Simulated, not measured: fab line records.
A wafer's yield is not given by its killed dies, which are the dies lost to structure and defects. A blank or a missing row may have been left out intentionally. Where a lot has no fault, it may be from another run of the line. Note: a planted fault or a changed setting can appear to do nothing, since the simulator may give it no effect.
Comparing a struck lot with a sound one || flow n5-finfet || 36 out of 1938 route steps
Sound: the wafers L762.2, L762.4, L762.5. Struck: wafers L770.2, L770.5 (left out: L770.6, a lot-mate that was not struck); the cause follows at the end.
Per side, at each step with rows, come the tool, then ch with its chambers, and then its first start. Under that, the readings that differ: sound wafers || struck wafers || difference of the means || sigmas: that difference in standard deviations of wafers without a fault.
alike: a reading whose means differ by less than 2 such deviations, as well as words and numbers matching on both sides. not compared: withheld readings; readings where some wafer has no value; bounds like >300 that might hide an equal value; numbers whose values overlap and for which the record gives no deviation.
The two part at a step that has a row with sigmas, a row that says differs or no value, or rows on one side only. Non-overlapping numbers with no deviation appear without sigmas and do not part them. Lack of a reading on every wafer of one side parts them only where that side has two or more wafers.

first, 9 steps without rows for these wafers: N5_BEOL_M4_ANNEAL_95 (time 240 s); N5_BEOL_M4_SPUTTER_96 (material Cu, target thk 4.5 nm, time 8.29 s); N5_BEOL_M4_ECD_50 (material Cu, target thk 300 nm); N5_BEOL_M4_ANNEAL_51 (time 90 s); N5_BEOL_M4_CMP_52 (polishes, stops on SiOC, t overpolish 6.8 s, target thk 40 nm); N5_BEOL_M4_PRE_CLEAN_60 (time 15 s); N5_BEOL_M4_CO_CAP_55 (material Co, precursor CCTBA/H2, target thk 2 nm, time 102.1 s); N5_BEOL_M4_PRE_CLEAN_56 (time 15 s); N5_BEOL_M4_DEP_57 (deposits SiCN from 3MS/NH3, target thk 8 nm, time 14 s).
N5_BEOL_M4_RC_MEAS_101:
  sound on prober-02 ch 0, day 10 22:13; struck on prober-02 ch 0, day 13 06:44
{"reading": "DIBL_N (mV/V)", "sound": "36.5 36.0 36.5", "struck": "32.7 31.8", "difference": -4.1, "sigmas": -2}
{"reading": "IOFF_N (nA/um)", "sound": "0.17 0.16 0.17", "struck": "0.10 0.09", "difference": -0.07, "sigmas": -2}
{"reading": "IOFF_P (nA/um)", "sound": "0.23 0.21 0.22", "struck": "0.15 0.13", "difference": -0.08, "sigmas": -2}
{"reading": "VT_N (mV)", "sound": "248 248 247", "struck": "259 258", "difference": "+11", "sigmas": "+3"}
{"reading": "VT_P (mV)", "sound": "-246 -253 -247", "struck": "-255 -258", "difference": -8, "sigmas": -3}
  alike: DIBL_P, ION_N, ION_P, SS_N, SS_P
then, 24 steps without rows for these wafers: N5_BEOL_M5_ILD_DEP_00 (deposits SiCOH lowk from DEMS/porogen, target thk 140.64 nm, time 25.9 s); N5_BEOL_M5_CURE_79 (cures SiCOH lowk, time 240 s); N5_BEOL_M5_PECVD_70 (deposits SiO2 from TEOS/O2, target thk 16 nm, time 18 s); N5_BEOL_M5_HM_DEP_02 (deposits TiN, target thk 20 nm); N5_BEOL_M5_COAT_59 (time 60 s, resist thk 60 nm); N5_BEOL_M5_COAT_60 (time 60 s, resist thk 12 nm); N5_BEOL_M5_COAT_71 (time 60 s, resist thk 5 nm); N5_BEOL_M5_COAT_05 (resist thk 30 nm); N5_BEOL_M5_EBR_07; N5_BEOL_M5_SOFTBAKE_06 (time 60 s); N5_BEOL_M5_EXPOSE_08 (exposes mask M5, target cd 28 nm); N5_BEOL_M5_PEB_09 (peb time 60 s); N5_BEOL_M5_DEVELOP_10 (develop time 30 s); N5_BEOL_M5_DESCUM_16 (chemistry O2, time 7 s); N5_BEOL_M5_ETCH_72 (etches underlayer in N2/H2, target depth 6.5 nm, time 5.2 s); N5_BEOL_M5_ETCH_61 (etches SiARC in CF4, target depth 15.6 nm, time 26 s); N5_BEOL_M5_ETCH_62 (etches SOC in N2/H2, target depth 75 nm, overetch 15 nm, time 112.5 s); N5_BEOL_M5_STRIP_63 (strips in N2/H2); N5_BEOL_M5_STRIP_73 (strips in N2/H2); N5_BEOL_M5_STRIP_64 (strips in CF4); N5_BEOL_M5_HM_OPEN_17 (chemistry Cl2/BCl3, target TiN, target depth 20 nm, overetch 6 nm); N5_BEOL_M5_STRIP_19 (strips in O2); N5_BEOL_M5_COAT_65 (time 60 s, resist thk 60 nm); N5_BEOL_M5_COAT_66 (time 60 s, resist thk 12 nm).
-- here the record skips 4 days between the struck wafers' starts before and after, leaving off in module BEOL_M5 and picking up in module PASSIVATION (first step shown: number 1936 of the route) --
N5_PASSIVATION_ETCH_15: etches SiCN in CF4/N2, target depth 75 nm, time 81.2 s.
  sound on rie-diel-02 ch 0,2,3, day 15 00:23; struck on rie-diel-02 ch 0,2, day 17 12:05
{"reading": "model.etch.depth-nm (nm)", "sound": "63.76 66.77 66.72", "struck": "48.03 51.55", "difference": -15.96, "sigmas": ""}
  alike: drypump-motor-current-A, oes-product-au, rf-fwd-power-W, rf-vpp-V, showerhead-plenum-p-Torr, throttle-valve-pct
  not compared: rf-hours-counter-h
N5_PASSIVATION_PROBE_49:
  the record has rows for the struck wafers here (prober-02, day 17 18:23) and none for the sound ones

== WHERE THEY PART ==
Earliest at N5_BEOL_M4_RC_MEAS_101; latest, in this record, at N5_PASSIVATION_PROBE_49.

WHY: what had been put in by the simulator
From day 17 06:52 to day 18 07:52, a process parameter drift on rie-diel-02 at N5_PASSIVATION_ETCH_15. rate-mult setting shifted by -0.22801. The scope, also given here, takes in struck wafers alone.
